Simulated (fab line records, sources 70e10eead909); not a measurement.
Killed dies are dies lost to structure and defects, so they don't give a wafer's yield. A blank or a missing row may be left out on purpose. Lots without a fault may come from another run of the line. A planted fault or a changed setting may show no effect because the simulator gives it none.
Which tool did it? | flow nand_harc | 14 lots, 42 wafers sampled, at 4 steps of a route of 1302

WHAT THE GAUGES READ, wafer by wafer
NHARC_A_ONON_D1_THK_MEAS_24: measures by ellipsometry.
lot  | measured     | on            | thk_nm (nm)
L231 | day 8 06:26  | film_metro-01 | 968 966 964
L232 | day 8 19:03  | film_metro-01 | 987 987 986
L233 | day 9 02:55  | film_metro-02 | 991 993 993
L236 | day 10 13:19 | film_metro-01 | 982 1138 982
L239 | day 11 16:44 | film_metro-02 | 1000 1153 1001
L246 | day 14 10:40 | film_metro-01 | 993 990 991
L245 | day 14 10:32 | film_metro-01 | 985 986 984
L247 | day 15 06:04 | film_metro-02 | 994 995 994
L249 | day 15 21:02 | film_metro-01 | 1003 1005 1002
L248 | day 15 21:02 | film_metro-02 | 996 995 996
L250 | day 16 04:08 | film_metro-02 | 1006 1005 1005
L251 | day 16 16:26 | film_metro-01 | 1008 1007 1006
L252 | day 16 16:26 | film_metro-01 | 1012 1012 1012
L253 | day 17 11:41 | film_metro-02 | 999 998 998

NHARC_A_CHANNEL_HOLE_D1_OVL_MEAS_11.
lot  | measured     | on         | overlay_x_nm (nm) | overlay_y_nm (nm)
L231 | day 8 12:11  | overlay-02 | -0.4 -0.2 -0.6    | -1.3 -1.4 -1.0
L232 | day 8 23:30  | overlay-02 | -0.5 -1.0 -1.3    | 0.5 0.2 0.4
L233 | day 9 11:16  | overlay-01 | -0.3 -0.5 -0.2    | 1.3 0.5 0.2
L236 | day 10 17:58 | overlay-01 | -1.0 -1.4 -0.4    | -1.1 -0.8 -1.0
L239 | day 11 23:28 | overlay-02 | -0.1 -0.3 -0.2    | -0.7 -0.3 -0.8
L246 | day 14 15:22 | overlay-01 | 0.5 0.9 1.1       | -0.5 -0.4 -0.4
L245 | day 14 14:59 | overlay-02 | 0.5 0.6 0.8       | -0.1 0.1 -0.1
L247 | day 15 10:34 | overlay-02 | -0.3 -0.6 -0.2    | -0.2 0.2 0.5
L249 | day 16 02:31 | overlay-02 | 0.5 1.3 0.4       | -0.1 -0.6 -0.4
L248 | day 16 01:22 | overlay-01 | 0.4 -0.2 0.0      | 0.5 0.5 0.8
L250 | day 16 09:53 | overlay-02 | 0.1 0.1 0.1       | -0.5 -0.9 -0.2
L251 | day 17 00:54 | overlay-01 | 0.1 0.8 0.4       | 1.4 0.9 0.9
L252 | day 17 02:10 | overlay-01 | 0.5 0.2 0.2       | -0.2 -0.2 -0.4
L253 | day 17 16:10 | overlay-02 | 1.7 1.7 1.7       | 2.1 1.5 1.9

WHICH TOOL RAN EACH LOT (tool, then ch and the chambers of the sampled wafers, then the start)
lot  | NHARC_P_BONDPAD_ETCH_37            | NHARC_A_ONON_D1_DEP_22
L231 | rie_diel-12 ch 0,1,2, day 6 14:41  | pecvd_onon-04 ch 0, day 8 05:55
L232 | rie_diel-11 ch 1,2,3, day 7 02:56  | pecvd_onon-03 ch 0, day 8 18:33
L233 | rie_diel-09 ch 0,2,3, day 7 12:15  | pecvd_onon-01 ch 0, day 9 02:28
L236 | rie_diel-11 ch 1,2,3, day 8 20:56  | pecvd_onon-04 ch 0, day 10 12:56
L239 | rie_diel-11 ch 1,2,3, day 10 00:44 | pecvd_onon-04 ch 0, day 11 16:13
L246 | rie_diel-09 ch 1,2,3, day 12 17:32 | pecvd_onon-03 ch 0, day 14 10:16
L245 | rie_diel-11 ch 0,1, day 12 18:12   | pecvd_onon-01 ch 0, day 14 10:08
L247 | rie_diel-09 ch 0,1,2, day 13 10:29 | pecvd_onon-03 ch 0, day 15 05:33
L249 | rie_diel-12 ch 0,1,3, day 14 00:31 | pecvd_onon-04 ch 0, day 15 20:38
L248 | rie_diel-11 ch 0,1,2, day 14 08:02 | pecvd_onon-01 ch 0, day 15 20:35
L250 | rie_diel-11 ch 0,1,3, day 14 14:56 | pecvd_onon-01 ch 0, day 16 03:41
L251 | rie_diel-09 ch 0,1,3, day 14 23:27 | pecvd_onon-03 ch 0, day 16 15:55
L252 | rie_diel-11 ch 2,3, day 15 03:12   | pecvd_onon-04 ch 0, day 16 16:03
L253 | rie_diel-09 ch 0,2,3, day 15 22:11 | pecvd_onon-04 ch 0, day 17 11:11
- NHARC_P_BONDPAD_ETCH_37: etches the open film in N2/H2, target depth 60 nm, overetch 18 nm, time 65.91 s.
- NHARC_A_ONON_D1_DEP_22: target thk 1000 nm.

WHAT THE TOOLS THEMSELVES READ (means of the sampled wafers that have a number; where no wafer has one, the mark that the record gives instead)
NHARC_P_BONDPAD_ETCH_37.
lot  | tool        | drypump_motor_current_A (A) | oes_product_au (a.u.) | rf_vpp_V (V) | showerhead_plenum_p_Torr (Torr) | throttle_valve_pct (%)
L231 | rie_diel-12 | 5.8                         | 0.987                 | 429.4        | 1.99                            | 14.168
L232 | rie_diel-11 | 5.8                         | 0.997                 | 429.9        | 2.05                            | 14.169
L233 | rie_diel-09 | 6.1                         | 1.011                 | 430.6        | 2.00                            | 14.171
L236 | rie_diel-11 | 5.8                         | 0.985                 | 430.8        | 2.05                            | 14.179
L239 | rie_diel-11 | 5.8                         | 0.990                 | 432.0        | 2.05                            | 14.174
L246 | rie_diel-09 | 6.1                         | 0.995                 | 429.1        | 2.02                            | 14.173
L245 | rie_diel-11 | 5.6                         | 0.988                 | 428.1        | 1.97                            | 14.170
L247 | rie_diel-09 | 5.8                         | 1.005                 | 431.0        | 2.03                            | 14.177
L249 | rie_diel-12 | 6.0                         | 1.016                 | 429.0        | 1.99                            | 14.184
L248 | rie_diel-11 | 5.8                         | 0.988                 | 429.5        | 2.04                            | 14.177
L250 | rie_diel-11 | 5.6                         | 0.992                 | 429.1        | 1.98                            | 14.180
L251 | rie_diel-09 | 5.6                         | 1.001                 | 432.1        | 2.06                            | 14.171
L252 | rie_diel-11 | 5.7                         | 1.006                 | 429.8        | 2.01                            | 14.172
L253 | rie_diel-09 | 6.1                         | 1.002                 | 429.7        | 2.00                            | 14.176

NHARC_A_ONON_D1_DEP_22.
lot  | tool          | susceptor_temp_C (C)
L231 | pecvd_onon-04 | 399.81
L232 | pecvd_onon-03 | 400.02
L233 | pecvd_onon-01 | 400.12
L236 | pecvd_onon-04 | 400.15
L239 | pecvd_onon-04 | 400.21
L246 | pecvd_onon-03 | 400.02
L245 | pecvd_onon-01 | 399.82
L247 | pecvd_onon-03 | 400.18
L249 | pecvd_onon-04 | 400.05
L248 | pecvd_onon-01 | 399.87
L250 | pecvd_onon-01 | 399.73
L251 | pecvd_onon-03 | 399.84
L252 | pecvd_onon-04 | 400.11
L253 | pecvd_onon-04 | 399.92

THE ANSWER, worked out from the rows above alone
Rule: what is usual is taken from the lots themselves. Put in order of their means at a reading, lots are off if they are a third of the lots or fewer, leave a main group of 4 or more, and stand apart from it by a gap of 3 or more times the standard deviation of the main group's means; of several such gaps the widest counts. A main group whose means are all the same, to the digits that the tables above print for the reading, isn't used. A lot without any number at a reading at which 4 lots or more have one is off too. The other lots that the step has rows for count as sound. The gauges are gone through in route order, then the tools' own readings, and for those a lot's mean is taken as printed above. The first step at which some lot is off is used, and at that step the reading that is off furthest; a lot without a number counts as furthest.
No lot is off at any reading shown: from this, nothing can be told.

WHAT THE SIMULATOR HAD PUT IN
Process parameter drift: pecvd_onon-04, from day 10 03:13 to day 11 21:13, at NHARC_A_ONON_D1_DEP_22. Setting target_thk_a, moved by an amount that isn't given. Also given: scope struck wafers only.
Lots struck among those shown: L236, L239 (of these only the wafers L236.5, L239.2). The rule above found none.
